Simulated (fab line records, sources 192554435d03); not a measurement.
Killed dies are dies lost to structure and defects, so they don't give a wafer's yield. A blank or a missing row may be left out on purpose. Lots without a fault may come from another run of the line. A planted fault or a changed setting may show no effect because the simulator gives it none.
fab line records | flow n5_finfet
record lots=24 wafers=72 last_day=20
route steps=1938 shown BEOL_M15@1818 MIM_TOP@1834 MIM_TOP_LITHO@1848 MIM_BOT_LITHO@1862
lots that met no fault: from a run of the same line without faults
start_h: hours from the record's first day to the start of the lot's first wafer shown | wait_h: hours since the lot's step before | " the same as in the row above | L1.1+2: a row that stands for several wafers | - no value, or no start given | * or withheld: withheld | < > ~ a bound
route shown NAME@n: a module of which the file shows steps, and the number in the route of the first | usual: mean/standard deviation of fault-free wafers | same: alike in all rows | chamber/n: place in a boat | sites: the reading at each site | _std_site: their standard deviation | _edge_site: outer sites' mean less inner sites' | radius_mm: how far each site lies from the wafer's centre | mask NAME#n: copy n | behind: the tool/chamber that last shaped the wafer | hold: why the lot was held/for how many hours/how that ended | device: the transistor (n, p or np) that didn't switch | end of line: the same wafers' tests at the end of the route | a step without rows: its recipe alone | killed: dies lost to structure and defects at the first sort, not the wafer's yield | map: a wafer's dies, x killed, . not, _ none there
set.NAME: the setting as run; set.NAME@STEP: as run at that earlier step | model.NAME: the simulator's own value behind a step, which no gauge read
steps of the route over a sample of lots; a table a step, a row a wafer
services: from which hour (start_h, from the record's first day; less than 0 if before it) a tool's chamber was out of use, for how many hours, and why
## steps
# step N5_BEOL_M15_PRE_CLEAN_42
# recipe gas=H2/He time_s=30 temp_c=300
# usual heater_power_w=459/63 susceptor_temp_C=299.99/0.19
# columns lot.wafer tool chamber start_h wait_h heater_power_w susceptor_temp_C
L075.1 pvd_sputter-03 - 296.30 0.0 443 300.12
L075.5 " - " " 532 300.14
L075.6 " - " " 539 299.78
L074.1 pvd_sputter-03 - 321.17 0.0 470 300.03
L074.3 " - " " 535 300.06
L074.5 " - " " 439 300.27
L076.1 pvd_sputter-03 - 325.96 0.0 464 299.82
L076.3 " - " " 428 299.78
L076.4 " - " " 535 299.84
L077.2 pvd_sputter-03 - 338.29 0.0 467 299.68
L077.5 " - " " 545 299.91
L077.6 " - " " 528 299.94
L078.2 pvd_sputter-03 - 338.81 0.0 439 299.96
L078.3 " - " " 466 300.00
L078.6 " - " " 545 300.30
L083.1 pvd_sputter-02 - 355.29 0.0 464 300.29
L083.4 " - " " 375 299.94
L083.5 " - " " 465 300.13
L079.1 pvd_sputter-02 - 359.61 0.0 390 299.96
L079.5 " - " " 391 300.03
L079.6 " - " " 357 300.26
L081.4 pvd_sputter-02 - 373.47 0.0 451 299.83
L081.5 " - " " 377 300.00
L081.6 " - " " 390 299.81
L084.1 pvd_sputter-02 - 385.93 0.0 571 299.99
L084.3 " - " " 394 300.27
L084.5 " - " " 372 299.76
L082.2 pvd_sputter-03 - 385.94 0.0 472 300.13
L082.3 " - " " 527 300.05
L082.6 " - " " 470 299.87
L080.1 pvd_sputter-01 - 393.61 0.0 391 299.94
L080.4 " - " " 373 299.63
L080.6 " - " " 401 300.49
L085.4 pvd_sputter-02 - 395.05 0.0 457 299.97
L085.5 " - " " 372 300.09
L085.6 " - " " 388 299.85
L087.2 pvd_sputter-01 - 398.07 0.0 392 299.75
L087.4 " - " " 465 300.06
L087.6 " - " " 473 300.21
L090.1 pvd_sputter-02 - 411.51 0.0 448 299.82
L090.4 " - " " 375 300.12
L090.6 " - " " 588 300.07
L088.3 pvd_sputter-03 - 411.61 0.0 523 300.03
L088.5 " - " " 430 300.09
L088.6 " - " " 526 300.07
L086.3 pvd_sputter-01 - 413.97 0.0 380 299.79
L086.4 " - " " 460 299.77
L086.5 " - " " 387 300.06
L089.2 pvd_sputter-01 - 414.97 0.0 388 299.92
L089.3 " - " " 483 299.81
L089.5 " - " " 467 300.04
L092.3 pvd_sputter-01 - 418.63 0.0 479 300.01
L092.5 " - " " 473 299.75
L092.6 " - " " 379 300.12
L093.1 pvd_sputter-02 - 418.83 0.0 369 299.91
L093.2 " - " " 454 299.77
L093.4 " - " " 399 300.16
L091.1 pvd_sputter-02 - 428.86 0.0 551 300.09
L091.2 " - " " 379 299.95
L091.6 " - " " 461 299.85
L094.2 pvd_sputter-03 - 435.13 0.0 539 300.47
L094.3 " - " " 524 300.29
L094.6 " - " " 535 300.30
L095.2 pvd_sputter-01 - 447.32 0.0 472 300.36
L095.5 " - " " 473 299.52
L095.6 " - " " 398 300.18
L097.2 pvd_sputter-02 - 449.04 0.0 398 300.03
L097.3 " - " " 379 299.98
L097.5 " - " " 369 299.85
L096.1 pvd_sputter-03 - 466.09 0.0 542 300.23
L096.2 " - " " 513 300.13
L096.4 " - " " 470 299.92
# step N5_MIM_TOP_ALD_00
# recipe material=Al2O3 target_thk_a=* temp_c=withheld ald_precursor_family=TMA ald_co_reactant=O3 pulse_time_s=withheld purge_time_s=3 co_reactant_purge_time_s=withheld co_reactant_pulse_time_s=3 ald_cycles=withheld
# usual precursor_pulse_height_rel=1.002/0.019
# columns lot.wafer tool chamber start_h wait_h precursor_pulse_height_rel
L075.1 ald_hk-02 1 299.60 0.1 0.997
L075.5 " 3 " " 0.988
L075.6 " 0 " " 1.017
L074.1 ald_hk-02 2 325.94 0.1 1.001
L074.3 " 0 " " 0.976
L074.5 " 0 " " 1.018
L076.1 ald_hk-02 2 331.40 0.1 1.015
L076.3 " 0 " " 1.014
L076.4 " 3 " " 0.994
L077.2 ald_hk-02 1 342.41 0.1 1.005
L077.5 " 0 " " 1.006
L077.6 " 3 " " 1.000
L078.2 ald_hk-03 0 343.10 0.1 1.037
L078.3 " 3 " " 1.000
L078.6 " 0 " " 0.998
L083.1 ald_hk-03 2 358.75 0.1 0.967
L083.4 " 3 " " 1.022
L083.5 " 0 " " 1.005
L079.1 ald_hk-01 2 364.55 0.1 1.032
L079.5 " 3 " " 1.014
L079.6 " 0 " " 1.016
L081.4 ald_hk-02 0 376.49 0.1 0.959
L081.5 " 2 " " 0.988
L081.6 " 1 " " 1.008
L084.1 ald_hk-02 2 388.57 0.1 0.996
L084.3 " 0 " " 0.972
L084.5 " 3 " " 1.050
L082.2 ald_hk-02 3 391.07 0.1 0.978
L082.3 " 1 " " 0.976
L082.6 " 2 " " 1.009
L080.1 ald_hk-02 3 397.32 0.1 1.019
L080.4 " 0 " " 0.997
L080.6 " 3 " " 1.012
L085.4 ald_hk-03 2 399.33 0.1 1.009
L085.5 " 2 " " 0.980
L085.6 " 3 " " 1.014
L087.2 ald_hk-01 3 400.76 0.1 1.018
L087.4 " 2 " " 1.014
L087.6 " 3 " " 0.988
L090.1 ald_hk-03 2 414.86 0.1 0.978
L090.4 " 3 " " 0.990
L090.6 " 2 " " 1.029
L088.3 ald_hk-02 3 415.40 0.1 1.012
L088.5 " 1 " " 1.008
L088.6 " 0 " " 0.993
L086.3 ald_hk-03 0 418.36 0.1 0.983
L086.4 " 1 " " 1.008
L086.5 " 1 " " 1.009
L089.2 ald_hk-02 1 418.52 0.1 1.006
L089.3 " 3 " " 0.986
L089.5 " 3 " " 0.988
L092.3 ald_hk-01 0 423.12 0.1 1.012
L092.5 " 1 " " 1.010
L092.6 " 0 " " 1.009
L093.1 ald_hk-03 1 423.19 0.1 0.987
L093.2 " 2 " " 0.993
L093.4 " 0 " " 1.020
L091.1 ald_hk-01 2 432.04 0.1 0.970
L091.2 " 0 " " 0.994
L091.6 " 0 " " 0.981
L094.2 ald_hk-01 0 439.44 0.1 0.999
L094.3 " 1 " " 1.037
L094.6 " 0 " " 0.994
L095.2 ald_hk-02 3 452.24 0.1 1.022
L095.5 " 0 " " 1.030
L095.6 " 1 " " 0.984
L097.2 ald_hk-01 1 452.56 0.1 1.008
L097.3 " 0 " " 0.979
L097.5 " 1 " " 1.029
L096.1 ald_hk-03 1 470.64 0.1 1.049
L096.2 " 0 " " 0.965
L096.4 " 2 " " 1.005
# step N5_MIM_TOP_LITHO_OVL_MEAS_11
# recipe points_per_wafer=44
# usual MIM_TOP_OVL=10/5
# columns lot.wafer tool chamber start_h wait_h MIM_TOP_OVL[nm]
L075.1 overlay-02 0 303.44 0.0 4
L075.5 " 0 " " 11
L075.6 " 0 " " 8
L074.1 overlay-01 0 327.04 0.0 20
L074.3 " 0 " " 12
L074.5 " 0 " " 15
L076.1 overlay-02 0 332.85 0.0 13
L076.3 " 0 " " 14
L076.4 " 0 " " 18
L077.2 overlay-01 0 343.84 0.0 19
L077.5 " 0 " " 17
L077.6 " 0 " " 22
L078.2 overlay-02 0 344.45 0.0 15
L078.3 " 0 " " 9
L078.6 " 0 " " 17
L083.1 overlay-02 0 364.15 0.0 5
L083.4 " 0 " " 11
L083.5 " 0 " " 12
L079.1 overlay-01 0 365.64 0.0 4
L079.5 " 0 " " 9
L079.6 " 0 " " 5
L081.4 overlay-02 0 380.15 0.0 3
L081.5 " 0 " " 5
L081.6 " 0 " " -1
L084.1 overlay-02 0 391.37 0.0 18
L084.3 " 0 " " 17
L084.5 " 0 " " 14
L082.2 overlay-02 0 392.47 0.0 9
L082.3 " 0 " " 6
L082.6 " 0 " " 3
L080.1 overlay-01 0 399.89 0.0 6
L080.4 " 0 " " 10
L080.6 " 0 " " 15
L085.4 overlay-02 0 400.86 0.0 7
L085.5 " 0 " " 15
L085.6 " 0 " " 2
L087.2 overlay-02 0 403.96 0.0 18
L087.4 " 0 " " 10
L087.6 " 0 " " 11
L090.1 overlay-02 0 418.60 0.0 5
L090.4 " 0 " " 9
L090.6 " 0 " " 9
L088.3 overlay-01 0 418.78 0.0 10
L088.5 " 0 " " 15
L088.6 " 0 " " 13
L086.3 overlay-01 0 422.39 0.0 12
L086.4 " 0 " " 14
L086.5 " 0 " " 10
L089.2 overlay-02 0 422.51 0.0 13
L089.3 " 0 " " 16
L089.5 " 0 " " 6
L092.3 overlay-02 0 424.32 0.0 3
L092.5 " 0 " " 2
L092.6 " 0 " " 2
L093.1 overlay-01 0 424.66 0.0 13
L093.2 " 0 " " 15
L093.4 " 0 " " 13
L091.1 overlay-02 0 433.06 0.0 8
L091.2 " 0 " " 14
L091.6 " 0 " " 12
L094.2 overlay-01 0 440.76 0.0 12
L094.3 " 0 " " 14
L094.6 " 0 " " 7
L095.2 overlay-01 0 453.37 0.0 8
L095.5 " 0 " " 6
L095.6 " 0 " " 7
L097.2 overlay-01 0 453.47 0.0 11
L097.3 " 0 " " 8
L097.5 " 0 " " 15
L096.1 overlay-01 0 472.22 0.0 10
L096.2 " 0 " " 16
L096.4 " 0 " " 12
# step N5_MIM_TOP_LITHO_INSPECT_12
# recipe mode=adi inspect_instrument=macro
# usual raw_defect_count=2.2/1.7
# columns lot.wafer tool chamber start_h wait_h raw_defect_count
L075.1 defect_inspect-01 - 303.46 0.0 1
L075.5 " - " " 3
L075.6 " - " " 3
L074.1 defect_inspect-02 - 327.06 0.0 2
L074.3 " - " " 3
L074.5 " - " " 5
L076.1 defect_inspect-02 - 332.87 0.0 3
L076.3 " - " " 4
L076.4 " - " " 0
L077.2 defect_inspect-01 - 343.86 0.0 2
L077.5 " - " " 2
L077.6 " - " " 0
L078.2 defect_inspect-01 - 344.48 0.0 4
L078.3 " - " " 0
L078.6 " - " " 3
L083.1 defect_inspect-01 - 364.17 0.0 5
L083.4 " - " " 3
L083.5 " - " " 3
L079.1 defect_inspect-01 - 365.66 0.0 6
L079.5 " - " " 0
L079.6 " - " " 1
L081.4 defect_inspect-02 - 380.17 0.0 0
L081.5 " - " " 1
L081.6 " - " " 5
L084.1 defect_inspect-02 - 391.40 0.0 4
L084.3 " - " " 5
L084.5 " - " " 0
L082.2 defect_inspect-02 - 392.49 0.0 3
L082.3 " - " " 1
L082.6 " - " " 2
L080.1 defect_inspect-02 - 399.92 0.0 3
L080.4 " - " " 6
L080.6 " - " " 1
L085.4 defect_inspect-01 - 400.88 0.0 2
L085.5 " - " " 2
L085.6 " - " " 1
L087.2 defect_inspect-02 - 403.98 0.0 0
L087.4 " - " " 3
L087.6 " - " " 0
L090.1 defect_inspect-02 - 418.62 0.0 3
L090.4 " - " " 4
L090.6 " - " " 4
L088.3 defect_inspect-01 - 418.81 0.0 0
L088.5 " - " " 7
L088.6 " - " " 5
L086.3 defect_inspect-02 - 422.42 0.0 2
L086.4 " - " " 2
L086.5 " - " " 0
L089.2 defect_inspect-02 - 422.54 0.0 1
L089.3 " - " " 2
L089.5 " - " " 2
L092.3 defect_inspect-02 - 424.35 0.0 0
L092.5 " - " " 0
L092.6 " - " " 3
L093.1 defect_inspect-02 - 424.69 0.0 4
L093.2 " - " " 0
L093.4 " - " " 1
L091.1 defect_inspect-02 - 433.08 0.0 1
L091.2 " - " " 0
L091.6 " - " " 0
L094.2 defect_inspect-02 - 440.79 0.0 3
L094.3 " - " " 3
L094.6 " - " " 0
L095.2 defect_inspect-01 - 453.39 0.0 3
L095.5 " - " " 0
L095.6 " - " " 6
L097.2 defect_inspect-01 - 453.50 0.0 1
L097.3 " - " " 4
L097.5 " - " " 0
L096.1 defect_inspect-02 - 472.25 0.0 3
L096.2 " - " " 1
L096.4 " - " " 3
# step N5_MIM_BOT_LITHO_CD_MEAS_08
# recipe target_cd_nm=3000 landing_energy_ev=500 detector=se_inlens polarity=opening
# usual cd_nm=3000.4/1.5
# columns lot.wafer tool chamber start_h wait_h cd_nm
L075.1 cd_sem-01 0 304.45 - 3004.2
L075.5 " 0 " " 3001.5
L075.6 " 0 " " 3003.1
L074.1 cd_sem-03 0 327.86 - 3001.1
L074.3 " 0 " " 3000.8
L074.5 " 0 " " 3001.4
L076.1 cd_sem-03 0 333.71 - 3001.4
L076.3 " 0 " " 2999.6
L076.4 " 0 " " 3000.5
L077.2 cd_sem-01 0 344.55 - 2999.3
L077.5 " 0 " " 2999.2
L077.6 " 0 " " 2997.8
L078.2 cd_sem-02 0 345.40 - 2998.4
L078.3 " 0 " " 3000.2
L078.6 " 0 " " 3000.1
L083.1 cd_sem-03 0 365.00 - 3002.1
L083.4 " 0 " " 2999.6
L083.5 " 0 " " 3000.6
L079.1 cd_sem-01 0 366.68 - 3001.1
L079.5 " 0 " " 3000.9
L079.6 " 0 " " 2999.9
L081.4 cd_sem-02 0 381.22 - 3001.8
L081.5 " 0 " " 3001.7
L081.6 " 0 " " 3001.1
L084.1 cd_sem-02 0 392.08 - 3001.5
L084.3 " 0 " " 3000.2
L084.5 " 0 " " 3003.4
L082.2 cd_sem-02 0 393.17 - 2999.6
L082.3 " 0 " " 3001.2
L082.6 " 0 " " 3001.3
L080.1 cd_sem-02 0 400.84 - 2999.5
L080.4 " 0 " " 2998.1
L080.6 " 0 " " 2998.8
L085.4 cd_sem-01 0 401.72 - 2999.7
L085.5 " 0 " " 2999.3
L085.6 " 0 " " 3000.9
L087.2 cd_sem-02 0 404.73 - 3000.2
L087.4 " 0 " " 2999.1
L087.6 " 0 " " 2999.4
L090.1 cd_sem-01 0 419.43 - 3001.0
L090.4 " 0 " " 3002.6
L090.6 " 0 " " 3001.0
L088.3 cd_sem-02 0 419.76 - 3000.4
L088.5 " 0 " " 3000.2
L088.6 " 0 " " 3001.1
L086.3 cd_sem-01 0 423.27 - 3001.9
L086.4 " 0 " " 3000.3
L086.5 " 0 " " 3001.2
L089.2 cd_sem-01 0 423.58 - 2998.2
L089.3 " 0 " " 2998.2
L089.5 " 0 " " 2999.6
L092.3 cd_sem-02 0 425.16 - 3000.2
L092.5 " 0 " " 2998.0
L092.6 " 0 " " 2999.8
L093.1 cd_sem-02 0 425.50 - 3000.3
L093.2 " 0 " " 2999.2
L093.4 " 0 " " 2998.3
L091.1 cd_sem-03 0 433.76 - 3000.1
L091.2 " 0 " " 2999.4
L091.6 " 0 " " 2999.1
L094.2 cd_sem-01 0 441.93 - 3001.6
L094.3 " 0 " " 3000.9
L094.6 " 0 " " 3002.9
L095.2 cd_sem-03 0 454.13 - 2998.7
L095.5 " 0 " " 2999.7
L095.6 " 0 " " 3002.0
L097.2 cd_sem-01 0 454.32 - 3000.7
L097.3 " 0 " " 2998.1
L097.5 " 0 " " 2998.7
L096.1 cd_sem-03 0 472.95 - 3002.9
L096.2 " 0 " " 3000.3
L096.4 " 0 " " 3001.4
# step N5_MIM_BOT_LITHO_INSPECT_12
# recipe mode=adi inspect_instrument=macro
# usual raw_defect_count=2.2/1.4
# columns lot.wafer tool chamber start_h wait_h raw_defect_count
L075.1 defect_inspect-01 - 304.50 0.0 3
L075.5 " - " " 3
L075.6 " - " " 2
L074.1 defect_inspect-01 - 327.92 0.0 4
L074.3 " - " " 3
L074.5 " - " " 2
L076.1 defect_inspect-01 - 333.76 0.0 1
L076.3 " - " " 3
L076.4 " - " " 1
L077.2 defect_inspect-01 - 344.61 0.0 3
L077.5 " - " " 1
L077.6 " - " " 3
L078.2 defect_inspect-02 - 345.46 0.0 5
L078.3 " - " " 2
L078.6 " - " " 3
L083.1 defect_inspect-02 - 365.05 0.0 2
L083.4 " - " " 5
L083.5 " - " " 0
L079.1 defect_inspect-02 - 366.74 0.0 2
L079.5 " - " " 3
L079.6 " - " " 0
L081.4 defect_inspect-02 - 381.27 0.0 5
L081.5 " - " " 2
L081.6 " - " " 4
L084.1 defect_inspect-01 - 392.14 0.0 2
L084.3 " - " " 4
L084.5 " - " " 4
L082.2 defect_inspect-02 - 393.23 0.0 1
L082.3 " - " " 2
L082.6 " - " " 2
L080.1 defect_inspect-02 - 400.90 0.0 4
L080.4 " - " " 2
L080.6 " - " " 2
L085.4 defect_inspect-02 - 401.78 0.0 4
L085.5 " - " " 5
L085.6 " - " " 1
L087.2 defect_inspect-01 - 404.78 0.0 3
L087.4 " - " " 5
L087.6 " - " " 4
L090.1 defect_inspect-02 - 419.49 0.0 3
L090.4 " - " " 2
L090.6 " - " " 2
L088.3 defect_inspect-01 - 419.81 0.0 2
L088.5 " - " " 1
L088.6 " - " " 5
L086.3 defect_inspect-02 - 423.32 0.0 2
L086.4 " - " " 0
L086.5 " - " " 1
L089.2 defect_inspect-01 - 423.63 0.0 1
L089.3 " - " " 3
L089.5 " - " " 5
L092.3 defect_inspect-02 - 425.21 0.0 4
L092.5 " - " " 2
L092.6 " - " " 2
L093.1 defect_inspect-02 - 425.56 0.0 2
L093.2 " - " " 0
L093.4 " - " " 1
L091.1 defect_inspect-02 - 433.81 0.0 3
L091.2 " - " " 3
L091.6 " - " " 2
L094.2 defect_inspect-02 - 441.98 0.0 2
L094.3 " - " " 6
L094.6 " - " " 1
L095.2 defect_inspect-02 - 454.18 0.0 2
L095.5 " - " " 6
L095.6 " - " " 3
L097.2 defect_inspect-02 - 454.39 0.0 0
L097.3 " - " " 2
L097.5 " - " " 0
L096.1 defect_inspect-02 - 473.01 0.0 1
L096.2 " - " " 2
L096.4 " - " " 2
## services
# columns tool chamber start_h hours kind
ald_hk-01 - 307.22 1.2 pm
ald_hk-02 - 329.97 0.8 repair
pvd_sputter-03 - 347.98 6.3 repair
pvd_sputter-02 - 357.28 0.6 repair
ald_hk-01 - 371.92 1.2 repair
## key
fault none
